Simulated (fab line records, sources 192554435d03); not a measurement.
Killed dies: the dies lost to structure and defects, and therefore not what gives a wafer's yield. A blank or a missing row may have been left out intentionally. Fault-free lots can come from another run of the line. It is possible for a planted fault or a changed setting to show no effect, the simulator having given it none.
Lot-split experiment / flow n5-finfet / 7 lots, 21 wafers read, on a route of 1938 steps

== THE SPLIT ==
At N5_MOL_CONTACT_COAG_ETCH_15 (etches SiNx in CH3F/O2, stops on Si:P, target depth 7 nm), the setting source-w was moved away from the recipe's 395 W on 4 of the 21 wafers read, by -17.0% to -7.4%. The other wafers ran this setting at the recipe's value.

Reading taken at the split's own step.

== THE READING ==
rf-vpp-V, in V, at N5_MOL_CONTACT_COAG_ETCH_15 (etches SiNx in CH3F/O2, stops on Si:P, target depth 7 nm). A value of 298 V with a standard deviation of 4.2 V is what fault-free wafers of this fab line usually give.

wafer=L079.1; tool, chamber at the split=rie-diel-02, 3; source-w as run, W=395; against the recipe=recipe; rf-vpp-V, V=299; against lot-mates on the recipe=-
wafer=L079.2; tool, chamber at the split=rie-diel-02, 0; source-w as run, W=395; against the recipe=recipe; rf-vpp-V, V=298; against lot-mates on the recipe=-
wafer=L079.3; tool, chamber at the split=rie-diel-02, 1; source-w as run, W=395; against the recipe=recipe; rf-vpp-V, V=298; against lot-mates on the recipe=-
wafer=L080.3; tool, chamber at the split=rie-diel-02, 3; source-w as run, W=395; against the recipe=recipe; rf-vpp-V, V=298; against lot-mates on the recipe=-
wafer=L080.4; tool, chamber at the split=rie-diel-02, 2; source-w as run, W=395; against the recipe=recipe; rf-vpp-V, V=304; against lot-mates on the recipe=-
wafer=L080.6; tool, chamber at the split=rie-diel-02, 1; source-w as run, W=395; against the recipe=recipe; rf-vpp-V, V=296; against lot-mates on the recipe=-
wafer=L081.1; tool, chamber at the split=rie-diel-04, 1; source-w as run, W=395; against the recipe=recipe; rf-vpp-V, V=290; against lot-mates on the recipe=-
wafer=L081.4; tool, chamber at the split=rie-diel-04, 3; source-w as run, W=327.8; against the recipe=-17.0%; rf-vpp-V, V=322; against lot-mates on the recipe=+31
wafer=L081.6; tool, chamber at the split=rie-diel-04, 1; source-w as run, W=395; against the recipe=recipe; rf-vpp-V, V=292; against lot-mates on the recipe=-
wafer=L082.2; tool, chamber at the split=rie-diel-04, 0; source-w as run, W=395; against the recipe=recipe; rf-vpp-V, V=295; against lot-mates on the recipe=-
wafer=L082.3; tool, chamber at the split=rie-diel-04, 1; source-w as run, W=338.9; against the recipe=-14.2%; rf-vpp-V, V=315; against lot-mates on the recipe=+20
wafer=L082.4; tool, chamber at the split=rie-diel-04, 3; source-w as run, W=338.9; against the recipe=-14.2%; rf-vpp-V, V=318; against lot-mates on the recipe=+23
wafer=L088.3; tool, chamber at the split=rie-diel-01, 0; source-w as run, W=395; against the recipe=recipe; rf-vpp-V, V=306; against lot-mates on the recipe=-
wafer=L088.4; tool, chamber at the split=rie-diel-01, 3; source-w as run, W=395; against the recipe=recipe; rf-vpp-V, V=294; against lot-mates on the recipe=-
wafer=L088.6; tool, chamber at the split=rie-diel-01, 0; source-w as run, W=395; against the recipe=recipe; rf-vpp-V, V=306; against lot-mates on the recipe=-
wafer=L096.1; tool, chamber at the split=rie-diel-04, 0; source-w as run, W=395; against the recipe=recipe; rf-vpp-V, V=296; against lot-mates on the recipe=-
wafer=L096.5; tool, chamber at the split=rie-diel-04, 0; source-w as run, W=395; against the recipe=recipe; rf-vpp-V, V=294; against lot-mates on the recipe=-
wafer=L096.6; tool, chamber at the split=rie-diel-04, 3; source-w as run, W=395; against the recipe=recipe; rf-vpp-V, V=295; against lot-mates on the recipe=-
wafer=L097.4; tool, chamber at the split=rie-diel-04, 1; source-w as run, W=365.8; against the recipe=-7.4%; rf-vpp-V, V=303; against lot-mates on the recipe=+8
wafer=L097.5; tool, chamber at the split=rie-diel-04, 3; source-w as run, W=395; against the recipe=recipe; rf-vpp-V, V=293; against lot-mates on the recipe=-
wafer=L097.6; tool, chamber at the split=rie-diel-04, 0; source-w as run, W=395; against the recipe=recipe; rf-vpp-V, V=296; against lot-mates on the recipe=-

FIT RESULTS
A straight line over all 21 wafers: rf-vpp-V changes by -1.37 V for each +1% of source-w; r = -0.87; the points scatter about the line by 4.4 V.
The same after taking each lot's own level away (the mean of its wafers on the recipe; 21 wafers): -1.62 V for each +1%; r = -0.95; scatter 3 V.
Per that fit: largest source-w move, reading shift of 27 V.
Measured against the standard deviation above, the lots' own levels, which go from 291.0 to 302.0 V, span 2.6 times it.
So the slope is not independent of the lot-to-lot level: the two fits are not the same.
Check: with one of the wafers moved furthest among these (-17.0%) left out of the fit, the line predicts +25 V for it against its lot-mates. Against them it came out at +31 V.
Tool readings at the split's step, against how far the setting was moved: rf-vpp-V r = -0.87.

== ADDITIONAL SPLITS CARRIED BY THESE WAFERS ==
Note: prior to the reading, these wafers also went through further splits. Each is held against what the fit with the lots' levels taken away leaves over:
other split on the same wafers=N5_HKMG_FIN_PEB_47 peb-time-s; wafers away from the commonest value=6; r with rf-vpp-V (lot level and that fit taken away)=-0.17
other split on the same wafers=N5_GATE_CUT_COAT_27 spin-rpm; wafers away from the commonest value=8; r with rf-vpp-V (lot level and that fit taken away)=+0.28
other split on the same wafers=N5_GATE_CUT_DESCUM_18 time-s; wafers away from the commonest value=7; r with rf-vpp-V (lot level and that fit taken away)=+0.07

== FILE'S OWN FIT ==
rf-vpp-V changes by -1.63 V for each +1% of source-w, r = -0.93.
